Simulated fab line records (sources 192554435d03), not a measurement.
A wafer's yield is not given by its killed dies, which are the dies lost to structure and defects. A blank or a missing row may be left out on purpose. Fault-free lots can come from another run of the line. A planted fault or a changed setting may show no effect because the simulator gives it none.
A lot that was struck, set against a sound lot | flow n5 finfet | 14 out of 1938 route steps
Sound: these wafers, L233.3, L233.4, L233.6. Wafers struck: L237.1, L237.2, L237.5. The cause is given at the end.
Each step with rows lists, per side, the tool, then ch with its chambers, then its first start. Under that, the readings that differ: sound wafers | struck wafers | difference of the means | sigmas: that difference in standard deviations of wafers without a fault.
alike: words and numbers the same on both sides, and readings whose means are apart by under 2 such deviations; not compared: readings that were withheld, readings missing a value for some wafer, numbers with overlapping values and no deviation given by the record, and bounds like >300 which may hide the same value.
A row with sigmas, a row that says differs or no value, or rows on one side alone: a step with any of these is where the two part. Numbers that have no deviation but don't overlap get no sigmas and don't part them. Lack of a reading on every wafer of one side parts them only where that side has two or more wafers.

first, 3 steps without rows for these wafers: N5_BEOL_M14_STRIP_69 (strips in N2/H2); N5_BEOL_M14_TRENCH_ETCH_34 (etches SiO2 in C4F8/O2/Ar, target depth 556.65 nm, time 126.9 s); N5_BEOL_M14_STRIP_70 (strips in C4F8/O2/Ar).
N5_BEOL_M14_OCD_MEAS_35:
  sound on ocd-02, day 12 01:34; struck on ocd-02, day 13 05:56
  alike: trench depth nm
N5_BEOL_M14_STRIP_37: strips in O2.
  sound on rie diel-06 ch 0,1, day 12 01:38; struck on rie diel-05 ch 1,2, day 13 09:31
  alike: drypump motor current A, oes product au, rf vpp V, showerhead plenum p Torr, throttle valve pct
  not compared: rf hours counter h
N5_BEOL_M14_ETCH_38: etches SiCN in CF4/N2, target depth 106.5 nm, time 120.6 s.
  sound on rie diel-06 ch 0,1; struck on rie diel-05 ch 1,2
  alike: drypump motor current A, oes product au, rf vpp V, showerhead plenum p Torr, throttle valve pct
  not compared: rf hours counter h
then, 2 steps without rows for these wafers: N5_BEOL_M14_PRECLEAN_39 (cleans in residue remover, time 60 s); N5_BEOL_M14_SRD_40 (time 30 s, dry time 30 s).
N5_BEOL_M14_DEGAS_41: time 60 s.
  sound on pvd sputter-01, day 12 01:53; struck on pvd sputter-02, day 13 09:47
  alike: heater power w
N5_BEOL_M14_PRE_CLEAN_42: time 30 s.
  sound on pvd sputter-01, day 12 01:56; struck on pvd sputter-02, day 13 09:49
  alike: heater power w
N5_BEOL_M14_SPUTTER_43: material TaN, target thk 15 nm, time 24.19 s.
  sound on pvd sputter-01, day 12 01:58; struck on pvd sputter-02, day 13 09:52
  alike: cathode dc power W, throttle valve pct
then, 1 step without rows for these wafers: N5_BEOL_M14_SPUTTER_44 (material Ta, target thk 15 nm, time 24.19 s).
N5_BEOL_M14_SPUTTER_45: material Cu, target thk 100 nm, time 16.67 s.
  sound on pvd sputter-01, day 12 02:08; struck on pvd sputter-02, day 13 10:01
  reading                | sound             | struck            | difference | sigmas
  cathode dc power W (W) | 25994 26004 26012 | 23739 23734 23752 | -2262      | -99 or more
  alike: throttle valve pct
then, 1 step without rows for these wafers: N5_BEOL_M14_ECD_47 (material Cu, target thk 1248 nm).

## WHERE THEY PART
Within this record, at N5_BEOL_M14_SPUTTER_45 only.

WHY: the cause the simulator had injected
Process parameter drift: pvd sputter-02, from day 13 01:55 on, at N5_BEOL_M14_SPUTTER_45. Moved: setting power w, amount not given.
